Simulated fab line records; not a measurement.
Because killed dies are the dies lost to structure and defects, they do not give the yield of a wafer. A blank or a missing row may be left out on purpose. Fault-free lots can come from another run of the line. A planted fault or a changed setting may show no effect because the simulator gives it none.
Which tool was responsible?	flow n5-finfet	10 lots with 30 wafers sampled at 6 steps, on a route of 1938 steps

## WHAT THE GAUGES READ, wafer by wafer
N5_BEOL_M8_THK_MEAS_53: measures by xrf. Usual: M8_THK gives 80.6 nm (standard deviation 2).
lot	measured	on	M8_THK (nm)	flag
L756	day 10 17:49	film-metro-02	79.9 80.6 81.4	
L761	day 11 21:04	film-metro-02	83.2 78.6 80.7	
L763	day 12 02:14	film-metro-01	80.3 81.5 80.8	
L760	day 12 02:47	film-metro-01	79.8 81.6 85.8	
L764	day 12 09:31	film-metro-01	76.6 81.4 76.6	
L768	day 13 16:49	film-metro-01	78.4 81.3 80.4	
L767	day 13 17:59	film-metro-02	80.1 81.2 80.3	
L774	day 15 06:50	film-metro-02	84.4 81.4 79.3	
L775	day 16 00:16	film-metro-01	76.9 80.0 78.2	
L777	day 16 00:43	film-metro-01	79.7 80.5 85.2	

N5_BEOL_M8_INSPECT_58: inspects for defects (darkfield). Usual: raw-defect-count reads 69 (standard deviation 20).
lot	measured	on	raw-defect-count	flag
L756	day 10 17:59	defect-inspect-02	51 60 139	
L761	day 11 21:13	defect-inspect-02	79 71 37	
L763	day 12 02:24	defect-inspect-01	30 41 51	
L760	day 12 02:56	defect-inspect-01	53 82 88	
L764	day 12 09:40	defect-inspect-01	70 70 59	
L768	day 13 16:58	defect-inspect-02	979 1001 1045	OFF
L767	day 13 18:09	defect-inspect-02	1072 1118 999	OFF
L774	day 15 07:02	defect-inspect-02	47 70 63	
L775	day 16 00:26	defect-inspect-01	69 63 64	
L777	day 16 00:53	defect-inspect-02	81 44 55	

N5_BEOL_M9_INSPECT_13: inspects for defects (brightfield). Usual: raw-defect-count reads 404 (standard deviation 77).
lot	measured	on	raw-defect-count	flag
L756	day 10 22:33	defect-inspect-02	291 369 394	
L761	day 12 00:37	defect-inspect-01	357 470 432	
L763	day 12 06:08	defect-inspect-01	374 418 405	
L760	day 12 06:20	defect-inspect-01	335 477 329	
L764	day 12 11:53	defect-inspect-01	354 354 366	
L768	day 13 18:21	defect-inspect-02	1259 1255 1320	OFF
L767	day 13 19:56	defect-inspect-01	1377 1438 1197	OFF
L774	day 15 08:49	defect-inspect-02	282 390 394	
L775	day 16 02:41	defect-inspect-02	438 391 382	
L777	day 16 02:52	defect-inspect-02	539 411 283	

## EACH LOT AND THE TOOL THAT RAN IT (in order: tool; ch and the chambers of the sampled wafers; start)
lot	N5_BEOL_M8_STRIP_36	N5_BEOL_M8_ALD_77	N5_BEOL_M8_DEP_56
L756	rie-diel-02 ch 1,3, day 10 13:07	ald-metal-03 ch 0,1, day 10 14:17	pecvd-01 ch 0,1, day 10 17:53
L761	rie-diel-01 ch 1,2,3, day 11 17:31	ald-metal-02 ch 0,1,3, day 11 18:50	pecvd-01 ch 1,2, day 11 21:07
L763	rie-diel-02 ch 0,1,2, day 11 23:31	ald-metal-02 ch 0,1, day 12 00:20	pecvd-02 ch 0,2, day 12 02:18
L760	rie-diel-01 ch 0,2,3, day 11 23:43	ald-metal-02 ch 1,2, day 12 00:48	pecvd-01 ch 1,2, day 12 02:50
L764	rie-diel-06 ch 0,2,3, day 12 05:18	ald-metal-03 ch 0,2, day 12 06:21	pecvd-01 ch 0,1,2, day 12 09:35
L768	rie-diel-06 ch 0,2,3, day 13 14:10	ald-metal-03 ch 0,3, day 13 14:58	pecvd-01 ch 0,1,2, day 13 16:53
L767	rie-diel-02 ch 0,1,2, day 13 14:23	ald-metal-02 ch 2,3, day 13 15:16	pecvd-01 ch 1,2, day 13 18:03
L774	rie-diel-01 ch 1,2,3, day 14 21:37	ald-metal-02 ch 0,1,2, day 15 05:04	pecvd-02 ch 0,1, day 15 06:55
L775	rie-diel-02 ch 0,3, day 15 21:52	ald-metal-03 ch 0,1,2, day 15 22:53	pecvd-02 ch 0,2, day 16 00:20
L777	rie-diel-01 ch 0,2,3, day 15 22:14	ald-metal-02 ch 0,1,3, day 15 23:08	pecvd-02 ch 0,2, day 16 00:47
- N5_BEOL_M8_STRIP_36: strips in N2/H2.
- N5_BEOL_M8_ALD_77: deposits TaN, target thk 2 nm, pulse time 2 s, purge time 3 s.
- N5_BEOL_M8_DEP_56: deposits SiCN from 3MS/NH3, target thk 10 nm, time 17.5 s.

## WHAT THE TOOLS THEMSELVES READ (means of the sampled wafers that have a number; where no wafer has one, the mark that the record gives instead)
N5_BEOL_M8_STRIP_36. Usual: drypump-motor-current-A 5.6 A, standard deviation 0.32; oes-product-au 0.75 a.u., standard deviation 0.063; power-w 450.0 W, standard deviation 1.2; rf-vpp-V 58.9 V, standard deviation 1.5; showerhead-plenum-p-Torr 2.52 Torr, standard deviation 0.07; throttle-valve-pct 23.79 %, standard deviation 0.3.
lot	tool	drypump-motor-current-A (A)	oes-product-au (a.u.)	power-w (W)	rf-vpp-V (V)	showerhead-plenum-p-Torr (Torr)	throttle-valve-pct (%)	flag
L756	rie-diel-02	5.1	0.73	450.2	58.1	2.61	24.16	
L761	rie-diel-01	5.7	0.79	450.1	58.7	2.54	23.68	
L763	rie-diel-02	5.5	0.73	449.4	59.2	2.45	23.77	
L760	rie-diel-01	5.7	0.76	449.2	59.1	2.54	23.84	
L764	rie-diel-06	5.4	0.70	449.9	58.3	2.55	23.82	
L768	rie-diel-06	5.4	0.69	449.8	58.6	2.54	23.87	
L767	rie-diel-02	5.5	0.71	448.9	59.2	2.44	23.80	
L774	rie-diel-01	5.7	0.76	449.5	60.2	2.53	23.71	
L775	rie-diel-02	5.5	0.70	449.3	58.5	2.55	24.15	
L777	rie-diel-01	5.7	0.73	450.1	59.8	2.52	23.90	

N5_BEOL_M8_ALD_77. Usual: heater-power-w reads 391 W (standard deviation 22).
lot	tool	heater-power-w (W)	flag
L756	ald-metal-03	386	
L761	ald-metal-02	385	
L763	ald-metal-02	381	
L760	ald-metal-02	386	
L764	ald-metal-03	374	
L768	ald-metal-03	383	
L767	ald-metal-02	393	
L774	ald-metal-02	379	
L775	ald-metal-03	368	
L777	ald-metal-02	399	

N5_BEOL_M8_DEP_56. Usual: showerhead-plenum-p-Torr 3.666 Torr, standard deviation 0.012; throttle-valve-pct 9.0 %, standard deviation 0.44.
lot	tool	showerhead-plenum-p-Torr (Torr)	throttle-valve-pct (%)	flag
L756	pecvd-01	3.671	9.4	
L761	pecvd-01	3.666	9.1	
L763	pecvd-02	3.664	8.7	
L760	pecvd-01	3.665	8.9	
L764	pecvd-01	3.664	9.3	
L768	pecvd-01	3.671	9.4	
L767	pecvd-01	3.669	9.5	
L774	pecvd-02	3.649	8.7	
L775	pecvd-02	3.661	8.8	
L777	pecvd-02	3.667	8.6	

## THE ANSWER, worked out from the rows above alone
Rule: take the mean of a lot's wafers that have a number; if it is more than 3 standard deviations from the usual mean, the lot is off. Also off: a lot with no number at a reading for which 4 or more lots have one. The other lots that the step has rows for count as sound. After the gauges, taken in route order, come the tools' own readings; for these a lot's mean is taken, as printed above. At the first step where some lot is off, the reading lying furthest off is the one used; lots without a number count as furthest.
Off at N5_BEOL_M8_INSPECT_58 (raw-defect-count): L768, L767.
A tool fits if, at a process step before that reading, it ran every lot that is off, and no sound lot after the first of them. The gauges at N5_BEOL_M8_INSPECT_58 are tried like those tools. One fits: N5_BEOL_M8_DEP_56 on pecvd-01. A fault onset in the window from L764 (day 12 09:35, its last sound lot) to L768 (day 13 16:53, its first lot off) fits.

## WHAT HAD BEEN PUT IN BY THE SIMULATOR
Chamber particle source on pecvd-01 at N5_BEOL_M8_DEP_56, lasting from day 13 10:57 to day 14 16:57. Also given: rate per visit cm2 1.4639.
Struck lots among those shown: L768, L767. The rule given above showed the same thing.
